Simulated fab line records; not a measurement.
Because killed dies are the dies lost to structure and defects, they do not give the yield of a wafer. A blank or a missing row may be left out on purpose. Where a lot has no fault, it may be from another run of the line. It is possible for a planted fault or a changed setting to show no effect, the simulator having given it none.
Chamber matching || flow nand_harc || NHARC_A_STAIRCASE_ETCH_15 on rie_diel-04: 4 sister chambers
The step etches the open film in C4F8/O2, target depth 100 nm, time 40.5 s. 8 wafers are shown with their chamber, then 7 later ones without.

== WAFERS WITH THEIR CHAMBER ==
{"wafer": "L751.2", "chamber": 3, "rf_vpp_V (V)": 904, "oes_product_au (a.u.)": 0.965}
{"wafer": "L757.2", "chamber": 2, "rf_vpp_V (V)": 899, "oes_product_au (a.u.)": 0.938}
{"wafer": "L756.3", "chamber": 2, "rf_vpp_V (V)": 898, "oes_product_au (a.u.)": 0.923}
{"wafer": "L759.1", "chamber": 0, "rf_vpp_V (V)": 891, "oes_product_au (a.u.)": 0.921}
{"wafer": "L759.3", "chamber": 1, "rf_vpp_V (V)": 886, "oes_product_au (a.u.)": 0.937}
{"wafer": "L759.5", "chamber": 0, "rf_vpp_V (V)": 889, "oes_product_au (a.u.)": 0.931}
{"wafer": "L761.2", "chamber": 1, "rf_vpp_V (V)": 887, "oes_product_au (a.u.)": 0.941}
{"wafer": "L761.3", "chamber": 3, "rf_vpp_V (V)": 902, "oes_product_au (a.u.)": 0.948}

== WAFERS WITH NO CHAMBER GIVEN ==
{"wafer": "L761.5", "rf_vpp_V (V)": 902, "oes_product_au (a.u.)": 0.962}
{"wafer": "L762.3", "rf_vpp_V (V)": 906, "oes_product_au (a.u.)": 0.942}
{"wafer": "L762.4", "rf_vpp_V (V)": 903, "oes_product_au (a.u.)": 0.951}
{"wafer": "L762.6", "rf_vpp_V (V)": 905, "oes_product_au (a.u.)": 0.940}
{"wafer": "L764.2", "rf_vpp_V (V)": 900, "oes_product_au (a.u.)": 0.929}
{"wafer": "L764.3", "rf_vpp_V (V)": 901, "oes_product_au (a.u.)": 0.949}
{"wafer": "L764.6", "rf_vpp_V (V)": 906, "oes_product_au (a.u.)": 0.932}

== WHICH CHAMBER EACH ONE RAN IN ==
{"wafer": "L761.5", "from the rows above": 3, "in truth": 3}
{"wafer": "L762.3", "from the rows above": 3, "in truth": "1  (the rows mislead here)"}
{"wafer": "L762.4", "from the rows above": 3, "in truth": 3}
{"wafer": "L762.6", "from the rows above": 3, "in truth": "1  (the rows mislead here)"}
{"wafer": "L764.2", "from the rows above": 2, "in truth": 2}
{"wafer": "L764.3", "from the rows above": "can't be placed: 3 or 2", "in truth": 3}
{"wafer": "L764.6", "from the rows above": 3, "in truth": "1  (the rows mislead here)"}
Placed correctly: 3 of 7. These rows do not allow placing 1 (true chamber among the candidates in 1). Number placed wrongly: 3.
How it was worked out, from the rows above alone: a wafer's distance from a chamber is the root of the sum, over the readings, of the square of ((its reading less the chamber's mean) divided by the reading's scatter). The wafer belongs to the nearest chamber; if the next one is less than 2 further off, it can't be placed. For every chamber, the mean is computed from those of its wafers that are shown. The scatter is the square root of a quotient: the sum, over the shown wafers, of each reading's squared deviation from its chamber's mean, divided by wafers minus chambers.
